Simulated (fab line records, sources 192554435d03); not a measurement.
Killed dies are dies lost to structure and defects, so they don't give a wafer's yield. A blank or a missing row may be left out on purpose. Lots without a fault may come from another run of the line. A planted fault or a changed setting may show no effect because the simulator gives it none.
fab line records | flow n5_finfet
record lots=9 wafers=27 last_day=18
route steps=1938 shown BEOL_M0@730 BEOL_M1@754 BEOL_M4@1111 PASSIVATION@1936
lots that met no fault: from a run of the same line without faults
start_h: hours from the record's first day to the start of the lot's first wafer shown | wait_h: hours since the lot's step before | " the same as in the row above | L1.1+2: a row that stands for several wafers | - no value, or no start given | * or withheld: withheld | < > ~ a bound
route shown NAME@n: a module of which the file shows steps, and the number in the route of the first | usual: mean/standard deviation of fault-free wafers | same: alike in all rows | chamber/n: place in a boat | sites: the reading at each site | _std_site: their standard deviation | _edge_site: outer sites' mean less inner sites' | radius_mm: how far each site lies from the wafer's centre | mask NAME#n: copy n | behind: the tool/chamber that last shaped the wafer | hold: why the lot was held/for how many hours/how that ended | device: the transistor (n, p or np) that didn't switch | end of line: the same wafers' tests at the end of the route | a step without rows: its recipe alone | killed: dies lost to structure and defects at the first sort, not the wafer's yield | map: a wafer's dies, x killed, . not, _ none there
set.NAME: the setting as run; set.NAME@STEP: as run at that earlier step | model.NAME: the simulator's own value behind a step, which no gauge read
steps of the route over a sample of lots; a table a step, a row a wafer
services: from which hour (start_h, from the record's first day; less than 0 if before it) a tool's chamber was out of use, for how many hours, and why
## steps
# step N5_BEOL_M0_PRE_CLEAN_113
# recipe gas=H2/He time_s=30 temp_c=250
# usual heater_power_w=320/37 susceptor_temp_C=250.02/0.17
# columns lot.wafer tool chamber start_h wait_h heater_power_w susceptor_temp_C
L173.1 pvd_sputter-01 - 125.80 0.0 302 250.10
L173.3 " - " " 352 250.08
L173.6 " - " " 300 249.66
L177.1 pvd_sputter-02 - 145.88 0.0 317 249.74
L177.2 " - " " 264 250.29
L177.4 " - " " 299 250.09
L178.1 pvd_sputter-01 - 151.29 0.0 267 250.07
L178.3 " - " " 378 250.18
L178.4 " - " " 356 250.10
L179.2 pvd_sputter-03 - 161.73 0.0 299 249.88
L179.4 " - " " 299 250.32
L179.6 " - " " 328 249.97
L182.2 pvd_sputter-01 - 174.52 0.0 391 250.24
L182.4 " - " " 307 250.11
L182.5 " - " " 354 250.24
L185.3 pvd_sputter-01 - 194.45 0.0 350 249.97
L185.4 " - " " 296 249.82
L185.5 " - " " 297 249.82
L192.3 pvd_sputter-03 - 245.10 0.0 327 250.12
L192.4 " - " " 306 250.04
L192.5 " - " " 330 249.87
L193.1 pvd_sputter-03 - 245.18 0.0 295 249.93
L193.3 " - " " 304 250.14
L193.4 " - " " 323 250.08
L194.1 pvd_sputter-02 - 253.69 0.0 325 250.18
L194.3 " - " " 265 250.08
L194.4 " - " " 305 249.91
# step N5_BEOL_M0_SPUTTER_134
# recipe material=Cu target_thk_a=40 temp_c=-20 chamber_pressure_pa=0.07 power_w=withheld time_s=7.37
# usual susceptor_temp_C=-19.99/0.11 throttle_valve_pct=29.9/1.4
# columns lot.wafer tool chamber start_h wait_h susceptor_temp_C throttle_valve_pct
L173.1 pvd_sputter-03 - 126.67 0.0 -20.00 30.1
L173.3 " - " " -20.08 28.4
L173.6 " - " " -20.00 28.4
L177.1 pvd_sputter-02 - 146.68 0.0 -20.13 31.2
L177.2 " - " " -19.92 29.7
L177.4 " - " " -19.91 28.0
L178.1 pvd_sputter-01 - 153.63 0.0 -20.02 30.0
L178.3 " - " " -20.03 33.1
L178.4 " - " " -20.04 31.3
L179.2 pvd_sputter-02 - 162.53 0.0 -19.93 31.1
L179.4 " - " " -19.92 30.4
L179.6 " - " " -20.04 30.9
L182.2 pvd_sputter-03 - 177.45 0.0 -19.92 28.3
L182.4 " - " " -19.93 28.2
L182.5 " - " " -19.85 28.4
L185.3 pvd_sputter-01 - 196.85 0.0 -20.03 29.2
L185.4 " - " " -19.91 33.3
L185.5 " - " " -19.97 31.3
L192.3 pvd_sputter-02 - 246.10 0.0 -20.13 29.9
L192.4 " - " " -19.84 30.0
L192.5 " - " " -20.20 30.2
L193.1 pvd_sputter-02 - 246.54 0.0 -19.93 28.0
L193.3 " - " " -20.00 30.2
L193.4 " - " " -19.94 30.3
L194.1 pvd_sputter-01 - 254.59 0.0 -19.86 29.6
L194.3 " - " " -19.92 31.4
L194.4 " - " " -19.97 30.5
# step N5_BEOL_M0_CO_CAP_123
# recipe material=Co target_thk_a=20 temp_c=200 precursor=CCTBA/H2 pressure_torr=30 time_s=102.1
# usual heater_power_w=246/27 susceptor_temp_C=200.00/0.16
# columns lot.wafer tool chamber start_h wait_h heater_power_w susceptor_temp_C
L173.1 cvd_co-01 2 127.70 0.0 209 200.42
L173.3 " 2 " " 204 200.24
L173.6 " 0 " " 246 199.96
L177.1 cvd_co-02 0 147.67 0.0 250 199.98
L177.2 " 1 " " 244 200.21
L177.4 " 0 " " 255 199.81
L178.1 cvd_co-01 2 154.81 0.0 204 200.09
L178.3 " 0 " " 253 200.09
L178.4 " 1 " " 283 200.09
L179.2 cvd_co-01 0 163.53 0.0 248 199.88
L179.4 " 0 " " 255 199.83
L179.6 " 0 " " 253 199.95
L182.2 cvd_co-02 1 178.44 0.0 233 199.91
L182.4 " 2 " " 230 200.31
L182.5 " 0 " " 255 199.95
L185.3 cvd_co-01 2 197.85 0.0 204 200.05
L185.4 " 0 " " 251 199.98
L185.5 " 2 " " 201 200.22
L192.3 cvd_co-01 1 247.10 0.0 285 199.96
L192.4 " 2 " " 205 200.30
L192.5 " 1 " " 283 199.80
L193.1 cvd_co-01 1 247.53 0.0 290 200.18
L193.3 " 0 " " 253 199.90
L193.4 " 2 " " 201 199.68
L194.1 cvd_co-01 2 255.58 0.0 201 199.86
L194.3 " 1 " " 283 200.16
L194.4 " 0 " " 250 199.91
# step N5_BEOL_M0_INSPECT_127
# recipe inspect_instrument=darkfield mode=post_dep
# usual raw_defect_count=74/24
# columns lot.wafer tool chamber start_h wait_h raw_defect_count
L173.1 defect_inspect-01 - 127.94 0.0 85
L173.3 " - " " 56
L173.6 " - " " 65
L177.1 defect_inspect-01 - 147.90 0.0 103
L177.2 " - " " 62
L177.4 " - " " 87
L178.1 defect_inspect-02 - 155.01 0.0 68
L178.3 " - " " 67
L178.4 " - " " 123
L179.2 defect_inspect-02 - 163.78 0.0 66
L179.4 " - " " 64
L179.6 " - " " 58
L182.2 defect_inspect-02 - 178.67 0.0 66
L182.4 " - " " 69
L182.5 " - " " 91
L185.3 defect_inspect-02 - 198.06 0.0 62
L185.4 " - " " 59
L185.5 " - " " 68
L192.3 defect_inspect-02 - 247.31 0.0 63
L192.4 " - " " 51
L192.5 " - " " 80
L193.1 defect_inspect-01 - 247.74 0.0 580
L193.3 " - " " 51
L193.4 " - " " 82
L194.1 defect_inspect-02 - 255.80 0.0 41
L194.3 " - " " 592
L194.4 " - " " 43
# step N5_BEOL_M1_HM_DEP_02
# recipe material=TiN target_thk_a=200 temp_c=25 chamber_pressure_pa=0.49996
# usual susceptor_temp_C=25.02/0.11 throttle_valve_pct=30.0/1.4
# columns lot.wafer tool chamber start_h wait_h susceptor_temp_C throttle_valve_pct
L173.1 pvd_sputter-03 - 130.04 1.9 25.13 29.7
L173.3 " - " " 24.97 28.2
L173.6 " - " " 25.15 28.4
L177.1 pvd_sputter-01 - 148.88 0.8 24.92 31.1
L177.2 " - " " 25.03 29.4
L177.4 " - " " 24.93 30.5
L178.1 pvd_sputter-02 - 155.67 0.5 24.83 28.1
L178.3 " - " " 25.15 30.4
L178.4 " - " " 25.02 30.8
L179.2 pvd_sputter-02 - 165.59 1.7 24.95 30.4
L179.4 " - " " 24.93 29.9
L179.6 " - " " 25.10 28.1
L182.2 pvd_sputter-01 - 179.01 0.2 24.82 29.4
L182.4 " - " " 25.17 30.5
L182.5 " - " " 25.05 33.4
L185.3 pvd_sputter-03 - 201.15 2.9 25.03 28.4
L185.4 " - " " 24.99 27.9
L185.5 " - " " 25.06 28.3
L192.3 pvd_sputter-03 - 248.00 0.5 25.13 28.1
L192.4 " - " " 25.07 28.5
L192.5 " - " " 25.01 29.9
L193.1 pvd_sputter-03 - 248.42 0.5 24.98 28.2
L193.3 " - " " 25.04 29.7
L193.4 " - " " 25.00 28.2
L194.1 pvd_sputter-03 - 256.88 0.9 25.12 28.3
L194.3 " - " " 25.20 29.8
L194.4 " - " " 24.93 28.2
# step N5_BEOL_M1_INSPECT_13
# recipe mode=adi inspect_instrument=brightfield
# usual raw_defect_count=389/85
# columns lot.wafer tool chamber start_h wait_h raw_defect_count
L173.1 defect_inspect-01 - 130.69 0.1 459
L173.3 " - " " 436
L173.6 " - " " 570
L177.1 defect_inspect-01 - 149.48 0.1 526
L177.2 " - " " 490
L177.4 " - " " 418
L178.1 defect_inspect-01 - 156.15 0.1 395
L178.3 " - " " 406
L178.4 " - " " 443
L179.2 defect_inspect-02 - 166.07 0.0 346
L179.4 " - " " 438
L179.6 " - " " 405
L182.2 defect_inspect-02 - 179.62 0.0 442
L182.4 " - " " 346
L182.5 " - " " 344
L185.3 defect_inspect-02 - 201.63 0.0 399
L185.4 " - " " 398
L185.5 " - " " 315
L192.3 defect_inspect-01 - 248.61 0.0 351
L192.4 " - " " 220
L192.5 " - " " 288
L193.1 defect_inspect-02 - 248.90 0.1 866
L193.3 " - " " 369
L193.4 " - " " 410
L194.1 defect_inspect-02 - 257.36 0.1 401
L194.3 " - " " 866
L194.4 " - " " 412
# step N5_BEOL_M1_INSPECT_30
# recipe mode=adi inspect_instrument=brightfield
# usual raw_defect_count=388/90
# columns lot.wafer tool chamber start_h wait_h raw_defect_count
L173.1 defect_inspect-02 - 131.63 0.1 482
L173.3 " - " " 497
L173.6 " - " " 600
L177.1 defect_inspect-02 - 150.47 0.1 568
L177.2 " - " " 513
L177.4 " - " " 430
L178.1 defect_inspect-01 - 157.02 0.1 368
L178.3 " - " " 392
L178.4 " - " " 434
L179.2 defect_inspect-02 - 167.27 0.0 375
L179.4 " - " " 455
L179.6 " - " " 401
L182.2 defect_inspect-01 - 180.52 0.0 421
L182.4 " - " " 320
L182.5 " - " " 325
L185.3 defect_inspect-02 - 202.62 0.0 388
L185.4 " - " " 418
L185.5 " - " " 301
L192.3 defect_inspect-02 - 249.60 0.0 419
L192.4 " - " " 245
L192.5 " - " " 315
L193.1 defect_inspect-02 - 249.90 0.1 845
L193.3 " - " " 354
L193.4 " - " " 402
L194.1 defect_inspect-01 - 258.56 0.1 366
L194.3 " - " " 874
L194.4 " - " " 383
# step N5_BEOL_M4_RC_MEAS_101
# usual DIBL_N=36.1/1.6 DIBL_P=35.8/2 IOFF_N=0.157/0.029 IOFF_P=0.21/0.034 ION_N=677/13 ION_P=465/8.1 SS_N=71.3/0.61 SS_P=73.2/0.65 VT_N=249/3.3 VT_P=-250/3.2
# columns lot.wafer tool chamber start_h wait_h DIBL_N[mV/V] DIBL_P[mV/V] IOFF_N[nA/um] IOFF_P[nA/um] ION_N[uA/um] ION_P[uA/um] SS_N[mV/dec] SS_P[mV/dec] VT_N[mV] VT_P[mV]
L173.1 prober-02 0 208.97 0.0 36.0 33.8 0.128 0.19 644 452 70.7 72.8 254 -255
L173.3 " 0 " " 39.0 39.3 0.195 0.27 685 472 71.7 73.7 249 -247
L173.6 " 0 " " 35.8 34.8 0.135 0.20 658 451 71.0 73.5 253 -252
L177.1 prober-02 0 232.10 0.0 36.2 36.1 0.169 0.23 684 462 71.8 73.3 250 -249
L177.2 " 0 " " 38.4 37.5 0.224 0.26 684 466 72.4 74.9 246 -246
L177.4 " 0 " " 38.0 37.2 0.212 0.26 685 470 72.3 74.6 244 -248
L178.1 prober-01 0 240.27 0.0 34.5 34.7 0.136 0.18 683 459 70.8 73.2 250 -252
L178.3 " 0 " " 35.3 34.3 0.138 0.16 655 444 71.7 73.0 251 -254
L178.4 " 0 " " 35.4 34.9 0.137 0.17 667 452 71.6 72.5 249 -254
L179.2 prober-01 0 243.18 0.2 36.5 36.5 0.151 0.23 683 471 70.4 72.7 249 -248
L179.4 " 0 " " 34.9 34.3 0.124 0.20 667 464 71.1 73.2 254 -251
L179.6 " 0 " " 35.6 35.2 0.141 0.22 663 460 70.9 73.1 252 -249
L182.2 prober-02 0 273.75 0.2 34.7 34.5 0.137 0.19 675 467 71.1 72.2 248 -250
L182.4 " 0 " " 35.7 34.6 0.144 0.18 661 455 71.6 72.4 249 -253
L182.5 " 0 " " 36.0 35.6 0.157 0.20 668 453 72.3 72.8 247 -251
L185.3 prober-01 0 274.02 0.3 34.9 34.6 0.118 0.14 650 444 71.2 73.0 257 -257
L185.4 " 0 " " 36.3 36.4 0.145 0.17 670 449 71.8 73.2 253 -255
L185.5 " 0 " " 35.1 35.1 0.135 0.15 675 459 71.4 73.2 252 -258
L192.3 prober-02 0 315.75 0.3 38.4 38.3 0.216 0.26 694 470 71.6 73.8 246 -246
L192.4 " 0 " " 35.2 34.8 0.145 0.21 676 467 71.3 72.8 251 -248
L192.5 " 0 " " 35.5 34.9 0.156 0.21 684 465 71.2 72.8 251 -250
L193.1 prober-02 0 321.63 0.0 36.3 36.8 0.149 0.21 681 467 71.3 72.9 248 -253
L193.3 " 0 " " 34.6 35.0 0.125 0.17 665 463 71.1 73.0 251 -256
L193.4 " 0 " " 37.7 38.3 0.171 0.22 680 469 71.8 73.6 250 -250
L194.1 prober-02 0 325.05 0.0 37.0 38.1 0.190 0.24 696 478 70.9 74.2 244 -249
L194.3 " 0 " " 38.2 39.0 0.210 0.25 696 474 71.6 73.7 242 -248
L194.4 " 0 " " 36.7 37.3 0.182 0.23 685 468 71.7 73.2 248 -246
# step N5_PASSIVATION_PROBE_49
# usual defect_limited_yield=91.0/1.4 killed_at_M0_to_M3=33/11 killed_at_M4_up=14/5 killed_at_contacts=11/7.3 killed_at_front_end=43/12 killed_at_other=4/3.1 killed_dies=106/17 killed_on_rim=14/3.8 killed_open=69/13 killed_short=34/8.7 sort_bin_5_function=5.2/0.96 sort_bin_6_memory=3.3/0.66 sort_n_pass=1074/17 sort_yield_pct=91.0/1.4
# same gross_dies=1180 killed_at_back_side=0 sort_bin_4_leakage[%]=0 sort_bin_8_speed[%]=0
# columns lot.wafer tool chamber start_h wait_h defect_limited_yield[%] killed_at_M0_to_M3 killed_at_M4_up killed_at_contacts killed_at_front_end killed_at_other killed_dies killed_on_rim killed_open killed_short sort_bin_5_function[%] sort_bin_6_memory[%] sort_n_pass sort_yield_pct[%]
L193.1 prober-02 - 430.29 0.0 83.9 136 16 7 29 2 190 24 56 21 9.3 4.2 990 83.9
L193.3 prober-02 - 430.39 0.1 90.6 48 21 1 40 1 111 21 60 43 4.4 3.6 1069 90.6
L193.4 prober-02 - 430.44 0.2 91.6 18 17 13 42 9 99 17 60 38 4.2 3.9 1081 91.6
L194.1 prober-02 - 438.49 0.0 93.8 25 9 7 29 3 73 13 49 22 3.1 2.9 1107 93.8
L194.3 prober-02 - 438.59 0.1 85.3 126 12 6 27 3 174 26 47 23 9.9 2.9 1006 85.3
L194.4 prober-02 - 438.64 0.2 92.1 38 12 7 33 3 93 12 69 23 4.7 3.2 1087 92.1
# killed by level:class
L193.1 BEOL_M0:unspecified=111 BEOL_M4:geometric_particle:open=9 BEOL_M2:geometric_particle:open=8 DUMMY_GATE:geometric_particle:open=6 STI_FIN_REVEAL:geometric_particle:open=5 BEOL_M3:geometric_particle:open=5 MOL_CONTACT_COAG:geometric_particle:open=5 FIN_SAQP:geometric_particle:short=4
L193.3 BEOL_M0_SAQP:geometric_particle:short=17 BEOL_M2:geometric_particle:open=14 DUMMY_GATE:geometric_particle:open=10 FIN_SAQP:geometric_particle:short=8 BEOL_M4:geometric_particle:open=8 BEOL_M0_SAQP:geometric_particle:open=7 FIN_SAQP:geometric_particle:open=5 HKMG_FIN:area_etch=5
L193.4 FIN_SAQP:geometric_particle:short=13 MOL_CONTACT_COAG:geometric_particle:open=11 BEOL_M4:geometric_particle:open=9 STI_FIN_REVEAL:geometric_particle:open=8 GATE_CUT:geometric_particle:short=6 STARTING-WAFER:geometric_particle:open=4 BEOL_M3:geometric_particle:open=4 BEOL_M4:geometric_particle:short=4
L194.1 BEOL_M0_SAQP:geometric_particle:open=6 BEOL_M2:geometric_particle:open=6 DUMMY_GATE:geometric_particle:open=5 BEOL_M0_SAQP:geometric_particle:short=5 BEOL_M3:geometric_particle:open=5 MOL_CONTACT_COAG:geometric_particle:open=4 STARTING-WAFER:geometric_particle:open=4 FIN_SAQP:geometric_particle:short=3
L194.3 BEOL_M0:unspecified=104 BEOL_M4:geometric_particle:open=8 DUMMY_GATE:geometric_particle:open=5 BEOL_M3:geometric_particle:open=5 FIN_SAQP:geometric_particle:short=4 ILD0:geometric_particle:open=4 STI_FIN_REVEAL:geometric_particle:open=4 MOL_CONTACT_COAG:geometric_particle:open=4
L194.4 BEOL_M2:geometric_particle:open=10 BEOL_M4:geometric_particle:open=8 BEOL_M0_SAQP:geometric_particle:short=8 STI_FIN_REVEAL:geometric_particle:open=7 BEOL_M0_SAQP:geometric_particle:open=7 FIN_SAQP:geometric_particle:open=6 MOL_CONTACT_COAG:geometric_particle:open=6 DUMMY_GATE:geometric_particle:open=5
## services
# columns tool chamber start_h hours kind
cvd_co-01 1 114.67 - clean
cvd_co-01 1 114.67 22.0 scheduled_down
cvd_co-01 1 114.67 22.0 vent_cycle
cvd_co-01 2 115.82 10.5 repair
pvd_sputter-01 - 116.46 0.7 repair
cvd_co-01 - 133.06 2.0 repair
cvd_co-02 1 149.02 8.5 repair
cvd_co-02 - 159.69 17.8 repair
cvd_co-01 - 176.06 0.8 repair
cvd_co-02 1 205.50 7.8 repair
## key
first_sign step=N5_BEOL_M0_INSPECT_127 reading=raw_defect_count direction=up sigmas=21 usual=74 struck=586
effect step=N5_BEOL_M1_INSPECT_13 reading=raw_defect_count direction=up sigmas=5.6 usual=389 struck=866
effect step=N5_BEOL_M1_INSPECT_30 reading=raw_defect_count direction=up sigmas=5.2 usual=388 struck=860
effect step=N5_PASSIVATION_PROBE_49 reading=killed_at_M0_to_M3 direction=up sigmas=9.1 usual=33 struck=131
more_kills_born_at N5_BEOL_M0_CO_CAP_123@cvd_co-01=215
met_at N5_BEOL_M0_CO_CAP_123
struck_lots L193,L194
struck_wafers L193.1,L194.3
not_acting_at N5_BEOL_M0_PRE_CLEAN_113,N5_BEOL_M0_SPUTTER_134,N5_BEOL_M1_HM_DEP_02
onset_between 247.10 247.53
fault kind=chamber_particle_source tool=cvd_co-01 chamber=1 onset_h=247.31 steps=N5_BEOL_M0_CO_CAP_123 rate_per_visit_cm2=0.83865 end_h=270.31
